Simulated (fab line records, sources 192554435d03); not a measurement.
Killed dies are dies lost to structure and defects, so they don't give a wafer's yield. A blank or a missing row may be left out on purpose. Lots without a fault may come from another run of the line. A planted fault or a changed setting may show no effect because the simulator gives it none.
A struck lot beside a sound one | flow n5_finfet | 18 steps out of a route of 1938
Sound: wafers L568.2, L568.3, L568.4. Struck: wafers L580.1, L580.2, L580.6. The cause comes at the end.
At each step with rows: each side's tool, then ch and its chambers, then its first start. Under that, the readings that differ: sound wafers | struck wafers | difference of the means | sigmas: that difference in standard deviations of wafers without a fault.
alike: readings whose means differ by less than 2 such deviations, and words and numbers that are the same on both sides. not compared: withheld readings, readings that some wafer has no value for, bounds like >300 that may hide the same value, and numbers for which the record gives no deviation and whose values overlap.
The two part at a step that has a row with sigmas, a row that says differs or no value, or rows on one side only. Numbers that don't overlap but have no deviation are shown without sigmas and don't part them. A reading that every wafer of one side lacks parts them only if that side has two wafers or more.

N5_BEOL_M13_THK_MEAS_50: measures by xrf.
  sound on film_metro-01, day 14 05:35; struck on film_metro-01, day 17 17:56
  alike: M13_THK
then, 1 step without rows for these wafers: N5_BEOL_M13_PRE_CLEAN_52 (time 15 s).
N5_BEOL_M13_DEP_53: deposits SiCN from 3MS/NH3, target thk 50 nm, time 17.8 s.
  sound on pecvd-03 ch 0,2, day 14 05:38; struck on pecvd-03 ch 0,2, day 17 18:01
  alike: showerhead_plenum_p_Torr, throttle_valve_pct
N5_BEOL_M13_RS_MEAS_54: measures by four-point-probe.
  sound on film_metro-02, day 14 05:43; struck on film_metro-01, day 17 18:06
  alike: M13_RS
N5_BEOL_M13_INSPECT_55: inspects for defects (darkfield).
  sound on defect_inspect-01, day 14 05:44; struck on defect_inspect-01, day 17 18:08
  reading          | sound    | struck    | difference | sigmas
  raw_defect_count | 26 36 46 | 76 109 70 | +49        | +2
N5_BEOL_M14_ILD_DEP_00: deposits SiO2 from TEOS/O2, target thk 1119.3 nm, time 237.4 s.
  sound on pecvd-02 ch 0,1,2, day 14 05:46; struck on pecvd-01 ch 1,2, day 17 18:10
  alike: heater_power_w, showerhead_plenum_p_Torr, throttle_valve_pct
N5_BEOL_M14_THK_MEAS_01:
  sound on film_metro-01, day 14 05:58; struck on film_metro-01, day 17 18:21
  alike: M14_ILD_THK
then, 5 steps without rows for these wafers: N5_BEOL_M14_COAT_58 (time 60 s, resist thk 89 nm); N5_BEOL_M14_COAT_04 (resist thk 800 nm); N5_BEOL_M14_EBR_06; N5_BEOL_M14_SOFTBAKE_05 (time 60 s); N5_BEOL_M14_EXPOSE_07 (exposes mask V13).
N5_BEOL_M14_PEB_08: peb time 90 s.
  sound on litho_track-04 ch 0, day 14 06:17; struck on litho_track-04 ch 0, day 17 18:32
  reading                  | sound                | struck               | difference | sigmas
  heater_power_total_W (W) | 172.8 174.0 171.0    | 180.3 179.4 179.2    | +7.0       | +9
  plate_temp_C (C)         | 129.84 129.80 129.84 | 134.39 134.46 134.31 | +4.56      | +38
  alike: exhaust_pa, resist_line_temp_C
then, 2 steps without rows for these wafers: N5_BEOL_M14_DEVELOP_09 (develop time 45 s); N5_BEOL_M14_HARDBAKE_14 (time 120 s).
N5_BEOL_M14_CD_MEAS_10: target cd 250 nm.
  sound on cd_sem-03 ch 0, day 14 06:23; struck on cd_sem-01 ch 0, day 17 18:40
  reading    | sound             | struck            | difference | sigmas
  cd_nm (nm) | 247.1 249.0 250.5 | 265.5 264.1 266.0 | +16.3      | +10
N5_BEOL_M14_OVL_MEAS_11:
  sound on overlay-01 ch 0, day 14 06:25; struck on overlay-02 ch 0, day 17 18:43
  alike: V13_OVL
N5_PASSIVATION_PROBE_49:
  the record has rows for the struck wafers here (prober-02, day 18 16:58) and none for the sound ones

WHERE THEY PART
First at N5_BEOL_M13_INSPECT_55; last, within this record, at N5_PASSIVATION_PROBE_49.

WHY: what the simulator had put in
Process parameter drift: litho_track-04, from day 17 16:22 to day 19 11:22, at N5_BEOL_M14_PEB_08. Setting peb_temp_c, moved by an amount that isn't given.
